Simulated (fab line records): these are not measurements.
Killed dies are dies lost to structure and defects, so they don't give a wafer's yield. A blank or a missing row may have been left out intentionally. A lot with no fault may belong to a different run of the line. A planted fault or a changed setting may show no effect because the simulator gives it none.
2 desks looking at one fault | flow n5_finfet | each desk has only its own numbers; what lay behind them comes last

FOR THE TOOL OWNER'S DESK: ald_sin-03
The tool's own readings at N5_GATE_CUT_ALD_22 (deposits SiNx, target thk 16 nm, pulse time 1 s, ald cycles 320): means of the sampled wafers that have a number, for each lot that ran on this tool. Marked OUT: a lot whose mean sits more than 4 standard deviations from the usual mean, which makes it out of limits; the brackets give that distance.
Columns: A = heater_power_w at N5_GATE_CUT_ALD_22, usual 852 W; B = precursor_pulse_height_rel at N5_GATE_CUT_ALD_22, usual 1.000
lot  | first seen here | A   | B
L553 | day 4 11:54     | 841 | 1.007
L557 | day 5 15:12     | 800 | 0.976
L558 | day 6 03:47     | 814 | 0.985
L560 | day 6 12:16     | 861 | 0.997
L574 | day 10 00:22    | 838 | 0.978
Result from this desk: across the 5 lots, nothing is out of limits.

METROLOGY DESK
What the gauges read, lot by lot, whatever tool the lot ran on: means of the sampled wafers that have a number. Marked OUT: a lot whose mean sits more than 4 standard deviations from the usual mean, which makes it out of limits; the brackets give that distance. Shown here are 7 of its 10 readings, the ones lying furthest out on some lot.
Columns: A = DIBL_P at N5_BEOL_M4_RC_MEAS_101, usual 36 mV/V; B = IOFF_P at N5_BEOL_M4_RC_MEAS_101, usual 0.21 nA/um; C = ION_P at N5_BEOL_M4_RC_MEAS_101, usual 464 uA/um; D = SS_N at N5_BEOL_M4_RC_MEAS_101, usual 71.5 mV/dec; E = SS_P at N5_BEOL_M4_RC_MEAS_101, usual 73.3 mV/dec; F = VT_N at N5_BEOL_M4_RC_MEAS_101, usual 250 mV; G = VT_P at N5_BEOL_M4_RC_MEAS_101, usual -251 mV
lot  | first seen here | A  | B    | C   | D    | E    | F   | G
L553 | day 7 20:13     | 38 | 0.28 | 469 | 72.3 | 74.0 | 248 | -244
L557 | day 9 14:45     | 33 | 0.17 | 462 | 71.0 | 72.0 | 251 | -253
L558 | day 10 00:55    | 34 | 0.16 | 459 | 71.0 | 72.5 | 251 | -254
L560 | day 10 16:34    | 34 | 0.18 | 465 | 71.1 | 71.8 | 251 | -252
L567 | day 11 17:33    | 36 | 0.21 | 452 | 72.0 | 73.9 | 250 | -253
L568 | day 12 11:10    | 36 | 0.20 | 452 | 71.5 | 73.2 | 250 | -250
L571 | day 12 22:44    | 37 | 0.17 | 447 | 71.5 | 73.0 | 253 | -255
L574 | day 14 04:37    | 38 | 0.23 | 469 | 71.3 | 73.6 | 246 | -251
Result from this desk: across the 8 lots, nothing is out of limits.

ALL TOGETHER
Nothing out of limits was seen by the tool owner's desk.
From the metrology desk's view, nothing was out of limits.

WHAT HAD BEEN PUT IN BY THE SIMULATOR
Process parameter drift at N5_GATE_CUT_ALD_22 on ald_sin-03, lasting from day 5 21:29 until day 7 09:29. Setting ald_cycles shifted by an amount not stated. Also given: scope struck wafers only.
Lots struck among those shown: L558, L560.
